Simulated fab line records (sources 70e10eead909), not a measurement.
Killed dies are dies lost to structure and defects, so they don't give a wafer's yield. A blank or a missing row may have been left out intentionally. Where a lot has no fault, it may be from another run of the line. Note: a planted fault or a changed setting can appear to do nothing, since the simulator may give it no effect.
fab line records	flow nand-harc
record: lots: 24	wafers: 72	last-day: 26
route steps=1159 shown P_ZERO_WELL@59 P_GATE@156
lots that met no fault: taken from a fault-free run of the same line
start-h: the number of hours between the record's first day and the start of the first shown wafer of the lot	wait-h: how many hours have passed since the lot's step before this one	" same as the row above	L1.1+2: several wafers, shown together as one row	- either no value or no given start	* or withheld: withheld	< > ~ a bound
route shown NAME@n: a module of which the file shows steps, and the number in the route of the first	usual: mean/standard deviation of fault-free wafers	same: alike in all rows	chamber/n: place in a boat	sites: each site's reading	_std_site: standard deviation of those values	_edge_site: mean of outer sites minus mean of inner sites	radius-mm: how far each site lies from the wafer's centre	mask NAME#n: copy n	behind: tool/chamber where the wafer was last shaped	hold: why the lot went on hold/how many hours it stayed there/how the hold came to an end	device: whichever transistor did not switch (one of n, p or np)	end of line: tests run on the same wafers once the route is complete	a step with no rows: only its recipe	killed: dies lost to structure and defects at the first sort, not the wafer's yield	map: a wafer's dies, marking killed ones x, the rest . and places with no die _
set.NAME: setting as actually run; set.NAME@STEP: the setting as run at that earlier step	model.NAME: the simulator's own value behind a step, which no gauge read
steps of the route over a sample of lots; a table a step, a row a wafer
services: when a tool's chamber went out of use (start-h, in hours from the record's first day, below 0 if earlier), for how many hours, and the reason
== steps ==
step: NHARC_P_ZERO_WELL_CD_MEAS_52
recipe: target-cd-nm: 2000	landing-energy-ev: 500
usual: cd-nm: 2000.1/2.2
lot.wafer	tool	chamber	start-h	wait-h	cd-nm
L074.2	cd-sem-03	0	18.02	-	2001.8
L074.5	"	0	"	"	1997.7
L074.6	"	0	"	"	1997.2
L075.3	cd-sem-02	0	24.10	-	2001.9
L075.4	"	0	"	"	2003.5
L075.6	"	0	"	"	2003.2
L076.1	cd-sem-02	0	29.97	-	1997.2
L076.2	"	0	"	"	1997.2
L076.4	"	0	"	"	1996.9
L077.1	cd-sem-02	0	35.75	-	1997.6
L077.2	"	0	"	"	1998.4
L077.3	"	0	"	"	1999.2
L078.2	cd-sem-03	0	41.75	-	2002.7
L078.4	"	0	"	"	2003.7
L078.6	"	0	"	"	2003.1
L079.1	cd-sem-02	0	47.62	-	1997.5
L079.2	"	0	"	"	1998.2
L079.4	"	0	"	"	2000.4
L080.1	cd-sem-03	0	53.75	-	1996.6
L080.2	"	0	"	"	2002.1
L080.4	"	0	"	"	1995.8
L081.3	cd-sem-01	0	59.93	-	2000.8
L081.4	"	0	"	"	2003.1
L081.6	"	0	"	"	2000.5
L082.1	cd-sem-01	0	65.64	-	1999.4
L082.2	"	0	"	"	2000.0
L082.3	"	0	"	"	1997.2
L083.4	cd-sem-02	0	71.67	-	2000.6
L083.5	"	0	"	"	2000.2
L083.6	"	0	"	"	1999.5
L084.2	cd-sem-03	0	77.79	-	1996.4
L084.3	"	0	"	"	2000.3
L084.5	"	0	"	"	1997.4
L085.4	cd-sem-01	0	83.72	-	2002.8
L085.5	"	0	"	"	2000.6
L085.6	"	0	"	"	2002.7
L086.2	cd-sem-03	0	90.05	-	2000.6
L086.3	"	0	"	"	2003.0
L086.5	"	0	"	"	2002.9
L087.3	cd-sem-03	0	96.13	-	1997.0
L087.4	"	0	"	"	1997.8
L087.5	"	0	"	"	1998.5
L088.1	cd-sem-01	0	101.63	-	1999.0
L088.5	"	0	"	"	2000.5
L088.6	"	0	"	"	1998.8
L089.2	cd-sem-01	0	107.73	-	1999.1
L089.3	"	0	"	"	2004.1
L089.5	"	0	"	"	1998.2
L090.3	cd-sem-03	0	113.63	-	2001.0
L090.4	"	0	"	"	2002.4
L090.5	"	0	"	"	2003.3
L091.1	cd-sem-03	0	119.78	-	1997.2
L091.2	"	0	"	"	2001.3
L091.5	"	0	"	"	2001.4
L092.1	cd-sem-02	0	125.75	-	2000.2
L092.5	"	0	"	"	1997.5
L092.6	"	0	"	"	1996.7
L093.1	cd-sem-03	0	131.76	-	2003.9
L093.3	"	0	"	"	2004.0
L093.5	"	0	"	"	2003.5
L094.3	cd-sem-01	0	137.47	-	2000.8
L094.4	"	0	"	"	2002.0
L094.5	"	0	"	"	2000.7
L095.1	cd-sem-01	0	143.88	-	1998.7
L095.2	"	0	"	"	1998.2
L095.5	"	0	"	"	1997.3
L096.1	cd-sem-02	0	149.73	-	2001.1
L096.2	"	0	"	"	1999.1
L096.3	"	0	"	"	1996.9
L097.2	cd-sem-02	0	155.54	-	2001.3
L097.3	"	0	"	"	2000.7
L097.6	"	0	"	"	1999.6
step: NHARC_P_GATE_ETCHBACK_37
recipe: target-depth-a: 345	time-s: 17.2	chf3-flow-sccm: 50	o2-flow-sccm: 10	ar-flow-sccm: 200	rf-w: 500	bias-w: 200	chemistry: CHF3/O2
usual: drypump-motor-current-A: 5.7/0.51	oes-product-au: 0.94/0.031	rf-vpp-V: 371.2/2.2	showerhead-plenum-p-Torr: 2.43/0.09	throttle-valve-pct: 20.572/0.0096
lot.wafer	tool	chamber	start-h	wait-h	drypump-motor-current-A	oes-product-au	rf-hours-counter-h	rf-vpp-V	showerhead-plenum-p-Torr	throttle-valve-pct
L074.2	rie-diel-06	1	-	-	6.1	0.92	10	373.0	2.46	20.576
L074.6	"	3	"	"	6.4	0.94	-	369.2	2.33	20.565
L074.5	"	0	"	"	4.9	0.95	-	368.0	2.31	20.577
L075.3	rie-diel-09	3	-	-	4.8	0.92	7	371.9	2.46	20.573
L075.4	"	1	"	"	5.8	0.92	9	372.6	2.50	20.589
L075.6	"	3	"	"	4.8	0.92	-	373.0	2.45	20.565
L077.1	rie-diel-06	3	-	-	6.3	1.00	13	369.8	2.33	20.578
L077.2	"	0	"	"	4.9	1.03	13	368.7	2.31	20.577
L077.3	"	1	"	"	6.0	1.01	13	371.5	2.46	20.566
L076.1	rie-diel-06	3	-	-	6.4	0.93	13	368.3	2.33	20.571
L076.2	"	1	"	"	6.0	0.92	13	370.9	2.46	20.559
L076.4	"	2	"	"	5.8	0.93	13	373.2	2.55	20.565
L078.4	rie-diel-09	2	-	-	5.7	0.92	13	372.2	2.47	20.568
L078.2	"	3	"	"	4.8	0.92	11	373.0	2.45	20.577
L078.6	"	2	"	"	5.7	0.91	-	371.4	2.47	20.565
L079.2	rie-diel-06	1	-	-	6.0	0.92	15	370.6	2.46	20.572
L079.1	"	2	"	"	5.8	0.93	14	373.9	2.55	20.587
L079.4	"	3	"	"	6.3	0.93	14	368.6	2.33	20.582
L080.2	rie-diel-13	2	-	-	5.9	0.99	12	371.4	2.50	20.567
L080.4	"	3	"	"	5.0	1.00	12	374.4	2.52	20.570
L080.1	"	1	"	"	6.3	1.00	11	372.1	2.44	20.595
L081.3	rie-diel-06	1	-	-	6.0	0.92	17	372.6	2.46	20.566
L081.4	"	3	"	"	6.4	0.93	17	368.5	2.33	20.581
L081.6	"	0	"	"	4.9	0.94	-	368.5	2.31	20.565
L082.2	rie-diel-09	1	-	-	5.7	0.92	22	372.3	2.49	20.554
L082.1	"	2	"	"	5.7	0.90	20	372.9	2.47	20.582
L082.3	"	3	"	"	4.8	0.92	18	371.4	2.45	20.583
L083.4	rie-diel-06	2	-	-	5.7	0.94	18	373.2	2.55	20.573
L083.5	"	1	"	"	6.0	0.92	-	373.1	2.46	20.561
L083.6	"	2	"	"	5.7	0.94	-	372.4	2.55	20.570
L084.2	rie-diel-06	0	-	-	4.9	0.94	18	368.0	2.31	20.566
L084.3	"	2	"	"	5.8	0.94	18	374.0	2.55	20.574
L084.5	"	3	"	"	6.3	0.92	-	367.8	2.33	20.578
L086.3	rie-diel-06	3	-	-	6.4	0.93	24	369.4	2.32	20.565
L086.2	"	0	"	"	4.9	0.93	25	370.2	2.30	20.589
L086.5	"	0	"	"	4.9	0.93	-	367.9	2.30	20.564
L088.1	rie-diel-09	3	-	-	4.8	0.92	35	371.7	2.44	20.566
L088.5	"	1	"	"	5.7	0.91	-	371.0	2.49	20.561
L088.6	"	2	"	"	5.8	0.91	-	371.7	2.46	20.581
L085.4	rie-diel-09	1	-	-	5.7	1.00	35	371.9	2.49	20.568
L085.5	"	2	"	"	5.7	0.99	-	372.5	2.46	20.576
L085.6	"	3	"	"	4.8	1.01	-	371.7	2.44	20.566
L087.3	rie-diel-09	0	-	-	5.7	0.92	38	373.9	2.53	20.577
L087.5	"	1	"	"	5.7	0.92	-	371.0	2.49	20.576
L087.4	"	0	"	"	5.7	0.92	-	372.6	2.53	20.574
L089.2	rie-diel-06	3	-	-	6.3	0.93	25	368.3	2.32	20.562
L089.3	"	1	"	"	6.0	0.91	26	369.9	2.46	20.572
L089.5	"	3	"	"	6.4	0.92	-	367.7	2.32	20.590
L090.3	rie-diel-06	3	-	-	6.4	0.93	25	369.5	2.32	20.566
L090.5	"	1	"	"	6.0	0.92	-	371.1	2.46	20.566
L090.4	"	2	"	"	5.7	0.92	-	373.5	2.54	20.580
L091.1	rie-diel-06	3	-	-	6.3	0.93	29	369.4	2.32	20.575
L091.2	"	0	"	"	4.9	1.02	28	368.2	2.30	20.566
L091.5	"	2	"	"	5.7	0.92	-	373.5	2.54	20.555
L092.1	rie-diel-13	3	-	-	5.0	1.00	32	372.5	2.52	20.561
L092.5	"	1	"	"	6.5	1.00	-	370.4	2.43	20.561
L092.6	"	2	"	"	6.0	0.99	-	372.7	2.49	20.565
L093.1	rie-diel-06	0	-	-	4.9	0.94	29	368.2	2.30	20.572
L093.3	"	1	"	"	6.0	0.91	31	370.3	2.45	20.574
L093.5	"	3	"	"	6.3	0.92	-	368.1	2.32	20.568
L094.4	rie-diel-06	3	-	-	6.3	0.93	31	368.1	2.32	20.568
L094.3	"	0	"	"	4.9	0.93	31	370.0	2.30	20.568
L094.5	"	3	"	"	6.3	0.93	-	370.1	2.32	20.556
L095.2	rie-diel-06	2	-	-	5.7	0.92	31	373.6	2.54	20.557
L095.1	"	1	"	"	6.0	0.92	32	370.3	2.45	20.578
L095.5	"	2	"	"	5.8	0.92	-	374.6	2.54	20.577
L096.2	rie-diel-13	1	-	-	6.4	0.95	48	371.6	2.43	20.566
L096.3	"	2	"	"	6.0	0.95	48	372.7	2.49	20.575
L096.1	"	3	"	"	5.0	0.95	41	372.0	2.51	20.570
L097.3	rie-diel-09	3	-	-	4.8	0.93	55	370.9	2.44	20.587
L097.2	"	0	"	"	5.6	0.91	58	373.1	2.52	20.570
L097.6	"	3	"	"	4.7	0.92	-	371.1	2.44	20.563
step: NHARC_P_GATE_STRIP_101
recipe: time-s: 20	o2-flow-sccm: 500	ar-flow-sccm: 0	bias-w: 0	chemistry: O2
usual: drypump-motor-current-A: 5.7/0.51	oes-product-au: 0.998/0.01	rf-vpp-V: 57.9/0.99	showerhead-plenum-p-Torr: 3.58/0.13	throttle-valve-pct: 17.036/0.0094
lot.wafer	tool	chamber	start-h	wait-h	drypump-motor-current-A	oes-product-au	rf-hours-counter-h	rf-vpp-V	showerhead-plenum-p-Torr	throttle-valve-pct
L074.2	rie-diel-06	1	105.83	0.1	6.0	0.991	10	58.9	3.62	17.022
L074.6	"	3	"	"	6.3	1.000	-	56.4	3.42	17.038
L074.5	"	0	"	"	4.9	1.014	-	57.7	3.40	17.021
L075.4	rie-diel-09	2	107.77	0.1	5.8	0.979	8	57.9	3.63	17.038
L075.3	"	1	"	"	5.8	0.987	9	57.6	3.67	17.038
L075.6	"	3	"	"	4.7	0.997	-	57.0	3.60	17.035
L077.3	rie-diel-06	1	115.29	0.1	6.0	1.004	13	57.7	3.61	17.042
L077.2	"	2	"	"	5.8	1.007	12	57.3	3.74	17.047
L077.1	"	3	"	"	6.3	0.996	13	58.3	3.42	17.035
L076.4	rie-diel-06	1	118.02	0.2	6.0	1.002	14	56.9	3.61	17.035
L076.1	"	2	"	"	5.7	1.008	13	58.9	3.74	17.049
L076.2	"	0	"	"	4.9	1.012	14	55.8	3.39	17.029
L078.2	rie-diel-09	0	122.36	0.1	5.7	1.008	12	59.4	3.72	17.055
L078.4	"	1	"	"	5.8	1.001	14	57.2	3.66	17.035
L078.6	"	0	"	"	5.7	0.991	-	58.2	3.72	17.035
L079.1	rie-diel-06	1	131.23	0.1	6.0	0.990	15	58.6	3.61	17.042
L079.4	"	2	"	"	5.8	0.999	14	58.5	3.74	17.028
L079.2	"	0	"	"	5.0	1.016	15	57.7	3.39	17.026
L080.4	rie-diel-13	0	143.27	0.1	6.1	1.002	11	57.4	3.33	17.047
L080.1	"	1	"	"	6.4	0.996	12	57.2	3.59	17.032
L080.2	"	2	"	"	5.9	0.995	12	57.8	3.67	17.062
L081.3	rie-diel-06	1	146.95	0.1	6.1	0.980	17	59.5	3.61	17.050
L081.4	"	0	"	"	5.0	1.014	17	57.5	3.39	17.040
L081.6	"	2	"	"	5.7	1.013	-	59.1	3.74	17.032
L082.1	rie-diel-09	3	147.45	0.1	4.7	0.987	18	58.6	3.60	17.024
L082.2	"	0	"	"	5.7	0.995	20	58.9	3.72	17.045
L082.3	"	1	"	"	5.8	1.001	22	57.2	3.66	17.029
L083.4	rie-diel-06	2	155.40	0.1	5.8	1.017	18	60.2	3.74	17.037
L083.5	"	3	"	"	6.3	0.996	-	57.2	3.42	17.025
L083.6	"	0	"	"	5.0	1.022	-	59.5	3.39	17.028
L084.3	rie-diel-06	3	156.03	0.1	6.3	0.993	18	58.3	3.42	17.038
L084.2	"	0	"	"	4.9	1.011	18	57.8	3.39	17.035
L084.5	"	3	"	"	6.4	0.995	-	57.4	3.42	17.032
L086.2	rie-diel-06	3	177.04	0.1	6.4	1.003	24	55.8	3.42	17.024
L086.3	"	1	"	"	6.0	0.992	25	59.4	3.61	17.047
L086.5	"	2	"	"	5.8	1.000	-	59.5	3.73	17.044
L088.1	rie-diel-09	2	177.73	0.1	5.8	0.989	36	56.5	3.61	17.034
L088.6	"	3	"	"	4.8	0.991	-	58.0	3.59	17.015
L088.5	"	0	"	"	5.7	0.992	-	59.2	3.71	17.046
L085.4	rie-diel-09	2	178.08	0.1	5.7	0.982	36	57.4	3.61	17.040
L085.5	"	3	"	"	4.8	0.984	-	57.4	3.59	17.030
L085.6	"	0	"	"	5.7	0.998	-	57.6	3.71	17.042
L087.3	rie-diel-09	2	183.41	0.1	5.7	0.998	39	56.7	3.61	17.026
L087.5	"	2	"	"	5.7	0.997	-	58.7	3.61	17.034
L087.4	"	0	"	"	5.7	0.994	-	59.3	3.70	17.035
L089.3	rie-diel-06	2	192.00	0.1	5.8	1.000	25	56.1	3.73	17.027
L089.2	"	1	"	"	6.1	0.975	26	57.6	3.61	17.040
L089.5	"	2	"	"	5.8	0.998	-	58.3	3.73	17.037
L090.3	rie-diel-06	3	192.35	0.1	6.3	1.001	25	57.2	3.42	17.050
L090.4	"	1	"	"	6.1	0.989	-	59.5	3.61	17.039
L090.5	"	2	"	"	5.7	1.003	-	58.3	3.73	17.032
L091.1	rie-diel-06	2	204.31	0.1	5.8	1.005	29	60.6	3.73	17.035
L091.2	"	0	"	"	4.9	1.018	28	58.0	3.39	17.042
L091.5	"	2	"	"	5.8	1.001	-	58.4	3.73	17.044
L092.1	rie-diel-13	1	209.41	0.1	6.4	1.002	40	57.9	3.57	17.037
L092.6	"	2	"	"	5.9	0.989	-	57.3	3.66	17.036
L092.5	"	3	"	"	5.0	1.002	-	59.2	3.69	17.019
L093.1	rie-diel-06	3	211.46	0.1	6.4	1.013	30	57.2	3.41	17.025
L093.3	"	0	"	"	4.9	1.018	29	55.6	3.39	17.029
L093.5	"	2	"	"	5.8	1.006	-	56.8	3.73	17.042
L094.4	rie-diel-06	1	221.35	0.1	6.0	0.981	32	58.9	3.60	17.035
L094.3	"	0	"	"	4.9	1.013	31	57.3	3.39	17.034
L094.5	"	1	"	"	6.0	0.981	-	57.8	3.60	17.037
L095.2	rie-diel-06	1	222.03	0.1	6.0	0.991	32	56.7	3.60	17.047
L095.1	"	2	"	"	5.8	1.010	31	57.8	3.73	17.045
L095.5	"	1	"	"	6.0	1.002	-	57.8	3.60	17.053
L096.1	rie-diel-13	1	231.73	0.1	6.4	0.994	48	57.8	3.56	17.015
L096.2	"	2	"	"	6.0	0.998	48	57.9	3.65	17.031
L096.3	"	0	"	"	6.1	0.994	46	57.3	3.31	17.049
L097.2	rie-diel-09	3	238.36	0.5	4.8	0.997	56	57.5	3.58	17.028
L097.3	"	0	"	"	5.7	0.989	58	57.2	3.69	17.037
L097.6	"	0	"	"	5.7	0.989	-	56.2	3.69	17.037
step: NHARC_P_GATE_STRIP_112
recipe: power-w: 1500	temp-c: 110	time-s: 200	chemistry: N2/H2
usual: drypump-motor-current-A: 5.9/0.33	heater-power-w: 89/6.4
lot.wafer	tool	chamber	start-h	wait-h	drypump-motor-current-A	heater-power-w	rf-hours-counter-h
L074.2	plasma-asher-01	1	109.04	0.2	5.9	96	0
L074.6	"	0	"	"	6.4	93	-
L074.5	"	1	"	"	5.9	95	-
L075.3	plasma-asher-02	0	110.81	0.2	5.4	79	-
L075.4	"	1	"	"	6.0	84	-
L075.6	"	1	"	"	6.0	85	-
L077.2	plasma-asher-02	0	118.51	0.2	5.4	80	33
L077.1	"	1	"	"	5.9	85	33
L077.3	"	0	"	"	5.4	79	-
L076.2	plasma-asher-02	1	121.16	0.2	5.9	84	35
L076.1	"	0	"	"	5.4	78	35
L076.4	"	1	"	"	6.0	87	-
L078.2	plasma-asher-02	1	125.45	0.2	6.0	85	37
L078.4	"	0	"	"	5.5	77	-
L078.6	"	1	"	"	6.0	89	-
L079.2	plasma-asher-02	0	134.47	0.2	5.4	78	39
L079.1	"	1	"	"	6.0	88	39
L079.4	"	1	"	"	5.9	87	-
L080.2	plasma-asher-02	0	146.47	0.2	5.5	78	42
L080.1	"	1	"	"	5.9	84	42
L080.4	"	1	"	"	6.0	86	-
L081.4	plasma-asher-01	1	150.23	0.2	5.9	96	-
L081.3	"	0	"	"	6.4	95	-
L081.6	"	0	"	"	6.4	94	-
L082.1	plasma-asher-02	0	150.67	0.2	5.4	80	43
L082.2	"	1	"	"	5.9	85	43
L082.3	"	1	"	"	5.9	86	-
L083.4	plasma-asher-01	1	158.61	0.2	5.8	98	-
L083.5	"	0	"	"	6.4	92	-
L083.6	"	1	"	"	5.9	92	-
L084.2	plasma-asher-01	0	159.18	0.2	6.4	96	20
L084.3	"	1	"	"	5.8	96	-
L084.5	"	0	"	"	6.4	91	-
L086.2	plasma-asher-01	1	180.18	0.2	5.8	92	26
L086.3	"	0	"	"	6.4	92	-
L086.5	"	0	"	"	6.4	93	-
L088.1	plasma-asher-02	1	181.05	0.2	5.9	86	53
L088.5	"	0	"	"	5.4	79	-
L088.6	"	1	"	"	5.9	86	-
L085.4	plasma-asher-01	1	181.37	0.2	5.8	94	-
L085.6	"	1	"	"	5.8	98	-
L085.5	"	0	"	"	6.3	93	-
L087.4	plasma-asher-01	1	186.72	0.2	5.9	94	-
L087.3	"	0	"	"	6.4	94	-
L087.5	"	1	"	"	5.8	94	-
L089.2	plasma-asher-02	0	195.18	0.2	5.5	81	1
L089.3	"	1	"	"	5.9	88	-
L089.5	"	1	"	"	6.0	85	-
L090.4	plasma-asher-01	1	195.57	0.2	5.8	99	-
L090.3	"	0	"	"	6.4	96	-
L090.5	"	1	"	"	5.9	94	-
L091.1	plasma-asher-01	1	207.43	0.2	5.8	97	37
L091.2	"	0	"	"	6.4	92	37
L091.5	"	1	"	"	5.9	97	-
L092.1	plasma-asher-01	1	212.53	0.2	5.8	95	39
L092.5	"	0	"	"	6.4	95	-
L092.6	"	1	"	"	5.9	93	-
L093.1	plasma-asher-02	0	214.68	0.3	5.4	81	8
L093.3	"	0	"	"	5.4	81	-
L093.5	"	0	"	"	5.4	81	-
L094.4	plasma-asher-01	1	224.56	0.2	5.9	95	-
L094.3	"	0	"	"	6.4	93	-
L094.5	"	0	"	"	6.4	95	-
L095.2	plasma-asher-01	0	225.12	0.2	6.4	95	45
L095.1	"	1	"	"	5.9	95	45
L095.5	"	1	"	"	5.9	94	-
L096.2	plasma-asher-01	1	234.83	0.2	5.9	96	47
L096.1	"	0	"	"	6.4	94	47
L096.3	"	1	"	"	5.9	94	-
L097.2	plasma-asher-01	0	241.43	0.2	6.4	94	49
L097.3	"	1	"	"	5.9	95	-
L097.6	"	0	"	"	6.4	93	-
step: NHARC_P_GATE_STRIP_76
recipe: power-w: 1500	temp-c: 250	chemistry: O2
usual: drypump-motor-current-A: 5.9/0.33	heater-power-w: 335/24
lot.wafer	tool	chamber	start-h	wait-h	drypump-motor-current-A	heater-power-w	rf-hours-counter-h
L074.2	plasma-asher-01	1	109.27	0.2	5.9	357	0
L074.6	"	0	"	"	6.4	341	-
L074.5	"	1	"	"	5.9	355	-
L075.3	plasma-asher-02	0	111.01	0.2	5.4	293	-
L075.4	"	1	"	"	6.0	317	-
L075.6	"	1	"	"	6.0	331	-
L077.2	plasma-asher-02	0	118.76	0.2	5.4	291	33
L077.1	"	1	"	"	5.9	319	33
L077.3	"	0	"	"	5.4	296	-
L076.2	plasma-asher-02	1	121.42	0.2	5.9	316	35
L076.1	"	0	"	"	5.4	296	35
L076.4	"	1	"	"	6.0	315	-
L078.2	plasma-asher-02	1	125.71	0.2	6.0	318	37
L078.4	"	0	"	"	5.4	294	-
L078.6	"	1	"	"	5.9	326	-
L079.2	plasma-asher-02	0	134.73	0.2	5.4	301	39
L079.1	"	1	"	"	6.0	323	39
L079.4	"	1	"	"	5.9	323	-
L080.2	plasma-asher-02	0	146.74	0.2	5.5	297	42
L080.1	"	1	"	"	5.9	323	42
L080.4	"	1	"	"	5.9	327	-
L081.4	plasma-asher-01	1	150.43	0.2	5.8	359	-
L081.3	"	0	"	"	6.4	354	-
L081.6	"	0	"	"	6.4	352	-
L082.1	plasma-asher-02	0	150.93	0.2	5.4	292	44
L082.2	"	1	"	"	6.0	320	44
L082.3	"	1	"	"	6.0	328	-
L083.4	plasma-asher-01	1	158.77	0.1	5.9	362	-
L083.5	"	0	"	"	6.4	351	-
L083.6	"	1	"	"	5.8	356	-
L084.2	plasma-asher-01	0	159.41	0.2	6.4	352	20
L084.3	"	1	"	"	5.9	361	-
L084.5	"	0	"	"	6.4	346	-
L086.2	plasma-asher-01	1	180.41	0.2	5.9	367	27
L086.3	"	0	"	"	6.4	343	-
L086.5	"	0	"	"	6.4	348	-
L088.1	plasma-asher-02	1	181.28	0.2	6.0	320	53
L088.5	"	0	"	"	5.4	302	-
L088.6	"	1	"	"	6.0	323	-
L085.4	plasma-asher-01	1	181.56	0.2	5.9	358	-
L085.6	"	1	"	"	5.9	357	-
L085.5	"	0	"	"	6.4	354	-
L087.4	plasma-asher-01	1	186.92	0.2	5.8	367	-
L087.3	"	0	"	"	6.4	340	-
L087.5	"	1	"	"	5.9	352	-
L089.2	plasma-asher-02	0	195.41	0.2	5.4	298	1
L089.3	"	1	"	"	5.9	326	-
L089.5	"	1	"	"	6.0	321	-
L090.4	plasma-asher-01	1	195.77	0.2	5.8	356	-
L090.3	"	0	"	"	6.4	346	-
L090.5	"	1	"	"	5.9	348	-
L091.1	plasma-asher-01	1	207.69	0.2	5.9	356	37
L091.2	"	0	"	"	6.4	351	37
L091.5	"	1	"	"	5.9	355	-
L092.1	plasma-asher-01	1	212.76	0.2	5.9	355	39
L092.5	"	0	"	"	6.4	346	-
L092.6	"	1	"	"	5.9	361	-
L093.1	plasma-asher-02	0	214.91	0.2	5.4	302	9
L093.3	"	0	"	"	5.4	289	-
L093.5	"	0	"	"	5.4	294	-
L094.4	plasma-asher-01	1	224.76	0.2	5.8	360	-
L094.3	"	0	"	"	6.4	337	-
L094.5	"	0	"	"	6.4	345	-
L095.2	plasma-asher-01	0	225.38	0.2	6.4	346	45
L095.1	"	1	"	"	5.9	348	45
L095.5	"	1	"	"	5.8	347	-
L096.2	plasma-asher-01	1	235.09	0.2	5.9	354	47
L096.1	"	0	"	"	6.3	348	47
L096.3	"	1	"	"	5.9	358	-
L097.2	plasma-asher-01	0	241.70	0.2	6.4	344	49
L097.3	"	1	"	"	5.9	356	-
L097.6	"	0	"	"	6.4	355	-
step: NHARC_P_GATE_STRIP_113
recipe: power-w: 1500	temp-c: 110	time-s: 740	chemistry: N2/H2
usual: drypump-motor-current-A: 5.9/0.33	heater-power-w: 89/6.6
lot.wafer	tool	chamber	start-h	wait-h	drypump-motor-current-A	heater-power-w	rf-hours-counter-h
L074.2	plasma-asher-01	0	110.70	0.3	6.4	92	1
L074.5	"	1	"	"	5.9	95	-
L074.6	"	0	"	"	6.4	96	-
L075.3	plasma-asher-01	1	112.55	0.4	5.9	94	-
L075.4	"	0	"	"	6.3	93	-
L075.6	"	0	"	"	6.4	96	-
L077.2	plasma-asher-01	1	120.25	0.3	5.8	94	7
L077.1	"	0	"	"	6.4	93	7
L077.3	"	1	"	"	5.8	94	-
L076.1	plasma-asher-02	0	122.75	0.2	5.4	77	35
L076.2	"	1	"	"	6.0	88	35
L076.4	"	0	"	"	5.5	78	-
L078.2	plasma-asher-01	1	127.16	0.2	5.9	94	9
L078.4	"	1	"	"	5.9	97	-
L078.6	"	0	"	"	6.4	92	-
L079.1	plasma-asher-01	0	136.18	0.2	6.4	95	12
L079.2	"	1	"	"	5.8	94	12
L079.4	"	1	"	"	5.9	94	-
L080.2	plasma-asher-02	1	148.19	0.2	6.0	88	42
L080.1	"	0	"	"	5.4	81	42
L080.4	"	1	"	"	6.0	87	-
L081.4	plasma-asher-02	1	151.98	0.3	6.0	85	-
L081.3	"	0	"	"	5.4	78	-
L081.6	"	0	"	"	5.4	77	-
L082.1	plasma-asher-01	1	152.48	0.3	5.9	94	17
L082.2	"	0	"	"	6.4	96	17
L082.3	"	0	"	"	6.4	94	-
L083.4	plasma-asher-01	1	160.78	0.7	5.9	96	-
L083.5	"	1	"	"	5.9	99	-
L083.6	"	0	"	"	6.4	93	-
L084.2	plasma-asher-02	0	160.93	0.4	5.4	79	47
L084.3	"	0	"	"	5.4	79	-
L084.5	"	1	"	"	5.9	84	-
L086.2	plasma-asher-02	0	181.98	0.3	5.4	76	54
L086.3	"	0	"	"	5.4	79	-
L086.5	"	1	"	"	5.9	86	-
L088.1	plasma-asher-02	0	182.84	0.3	5.4	79	54
L088.6	"	1	"	"	6.0	87	-
L088.5	"	0	"	"	5.4	80	-
L085.4	plasma-asher-01	1	183.71	0.8	5.9	94	-
L085.5	"	1	"	"	5.8	96	-
L085.6	"	0	"	"	6.4	93	-
L087.4	plasma-asher-01	1	188.69	0.3	5.9	97	-
L087.3	"	0	"	"	6.4	95	-
L087.5	"	1	"	"	5.9	95	-
L089.2	plasma-asher-01	1	196.85	0.2	5.9	97	34
L089.3	"	1	"	"	5.9	95	-
L089.5	"	0	"	"	6.4	93	-
L090.3	plasma-asher-02	1	197.44	0.4	6.0	86	-
L090.4	"	0	"	"	5.4	82	-
L090.5	"	1	"	"	6.0	86	-
L091.1	plasma-asher-01	1	209.00	0.2	5.9	96	38
L091.2	"	0	"	"	6.4	91	38
L091.5	"	1	"	"	5.9	95	-
L092.1	plasma-asher-01	0	214.09	0.2	6.4	91	40
L092.5	"	0	"	"	6.4	94	-
L092.6	"	1	"	"	5.9	96	-
L093.1	plasma-asher-02	1	216.45	0.4	6.0	86	9
L093.3	"	1	"	"	5.9	87	-
L093.5	"	1	"	"	6.0	87	-
L094.3	plasma-asher-02	0	226.45	0.4	5.4	80	-
L094.4	"	1	"	"	5.9	88	-
L094.5	"	0	"	"	5.4	79	-
L095.2	plasma-asher-01	0	226.83	0.2	6.3	94	45
L095.1	"	1	"	"	5.9	96	45
L095.5	"	1	"	"	5.9	98	-
L096.2	plasma-asher-02	1	236.42	0.2	6.0	86	16
L096.1	"	0	"	"	5.4	80	16
L096.3	"	0	"	"	5.4	80	-
L097.2	plasma-asher-02	1	243.02	0.2	6.0	87	18
L097.3	"	1	"	"	5.9	88	-
L097.6	"	1	"	"	5.9	89	-
== services ==
tool	chamber	start-h	hours	kind
rie-diel-06	0	97.83	-	clean
rie-diel-06	1	97.83	-	clean
rie-diel-06	2	97.83	-	clean
rie-diel-06	3	97.83	-	clean
rie-diel-13	-	99.07	9.0	pm
plasma-asher-01	-	99.37	9.0	pm
plasma-asher-01	0	99.37	9.0	vent-cycle
plasma-asher-01	1	99.37	9.0	vent-cycle
plasma-asher-01	0	108.37	-	clean
plasma-asher-01	1	108.37	-	clean
plasma-asher-02	-	113.37	4.7	repair
rie-diel-06	0	122.33	-	clean
rie-diel-06	1	122.33	-	clean
plasma-asher-02	-	149.63	0.9	repair
rie-diel-09	3	178.49	5.0	repair
rie-diel-06	-	178.84	0.5	repair
plasma-asher-02	1	183.50	9.0	vent-cycle
rie-diel-13	3	189.06	16.4	repair
rie-diel-06	0	191.14	4.7	repair
plasma-asher-02	0	192.50	-	clean
plasma-asher-02	1	192.50	-	clean
rie-diel-13	0	195.92	2.4	repair
rie-diel-06	-	216.77	1.4	repair
rie-diel-06	-	241.23	9.0	pm
== key ==
fault none
